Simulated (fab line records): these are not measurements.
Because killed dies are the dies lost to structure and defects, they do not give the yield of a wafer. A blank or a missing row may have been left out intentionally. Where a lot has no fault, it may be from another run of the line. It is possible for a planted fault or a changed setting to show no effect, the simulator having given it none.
Comparing a struck lot with a sound one || flow nand-harc || 14 steps out of a route of 1302
Sound: wafers L899.4, L899.5, L899.6. Struck: wafers L889.2, L889.3, L889.4. The cause is named last.
At each step with rows: each side's tool, then ch and its chambers, then its first start. Under that, the readings that differ: sound wafers || struck wafers || difference of the means || sigmas: that difference in standard deviations of wafers without a fault.
alike: a reading whose means differ by less than 2 such deviations, as well as words and numbers matching on both sides. not compared: withheld readings; readings where some wafer has no value; bounds like >300 that might hide an equal value; numbers whose values overlap and for which the record gives no deviation.
Wherever a step has rows on one side only, a row that says differs or no value, or a row with sigmas, the two part there. Non-overlapping numbers with no deviation appear without sigmas and do not part them. A reading missing from all wafers of one side parts the sides only when that side holds two or more wafers.

first, 1 step without rows for these wafers: NHARC_A_DECK1_JOINT_CVD_12 (deposits poly-Si, target thk 90 nm, time 1800 s).
NHARC_A_DECK1_JOINT_CMP_13: polishes, target thk 51.023 nm.
  sound on cmp-01 ch 0,1, day 20 17:31; struck on cmp-01 ch 1,2,3, day 16 00:02
  alike: motor-current-A, slurry-filter-dp-kPa, time-to-endpoint-s
NHARC_A_DECK1_JOINT_THK_MEAS_14: measures by ellipsometry.
  struck on film-metro-01, day 16 00:17; sound on film-metro-01, day 20 17:47
  alike: thk-nm
following that, these wafers have no rows for 1 step: NHARC_A_DECK1_JOINT_SRD_04.
NHARC_A_DECK1_JOINT_ETCHBACK_00: etches the open film in HBr, target depth 30 nm, time 17.4 s.
  sound on rie-si-03 ch 1,2, day 20 17:55; struck on rie-si-04 ch 1,2,3, day 16 00:25
  alike: drypump-motor-current-A, oes-product-au, throttle-valve-pct
  not compared: rf-hours-counter-h
then, 7 steps without rows for these wafers: NHARC_A_DECK1_JOINT_PRECLEAN_30 (cleans in SC1); NHARC_A_DECK1_JOINT_SRD_31; NHARC_A_DECK1_JOINT_CVD_34 (deposits SiNx, target thk 20 nm); NHARC_A_DECK1_JOINT_DEP_06 (deposits SiOx, target thk 80 nm); NHARC_A_DECK1_JOINT_CURE_26 (time 32 s); NHARC_A_DECK1_JOINT_ANNEAL_27 (time 3600 s); NHARC_A_DECK1_JOINT_ANNEAL_28 (time 1800 s).
NHARC_A_DECK1_JOINT_ANNEAL_29: time 1800 s.
  sound on furnace-03 ch 0, day 21 14:52; struck on furnace-03, day 16 23:50
  no value came back on the struck wafers for ramp-down-c-per-min, ramp-up-c-per-min, zone-power-bottom-pct (%); on the sound wafers ramp-down-c-per-min reads 2.9990 2.9999 3.0007
NHARC_A_DECK1_JOINT_CMP_02: polishes SiOx.
  sound on cmp-03 ch 0,1,2, day 21 17:38; struck on cmp-04 ch 0,1,3, day 17 02:29
  alike: motor-current-A, slurry-filter-dp-kPa

== WHERE THEY PART ==
Only at NHARC_A_DECK1_JOINT_ANNEAL_29, within this record. Later steps at which nothing parts them and some readings are alike: NHARC_A_DECK1_JOINT_CMP_02.

WHY: whatever the simulator had introduced
Skipped step whole: furnace-03, from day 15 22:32 on, at NHARC_A_DECK1_JOINT_ANNEAL_29. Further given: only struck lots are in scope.
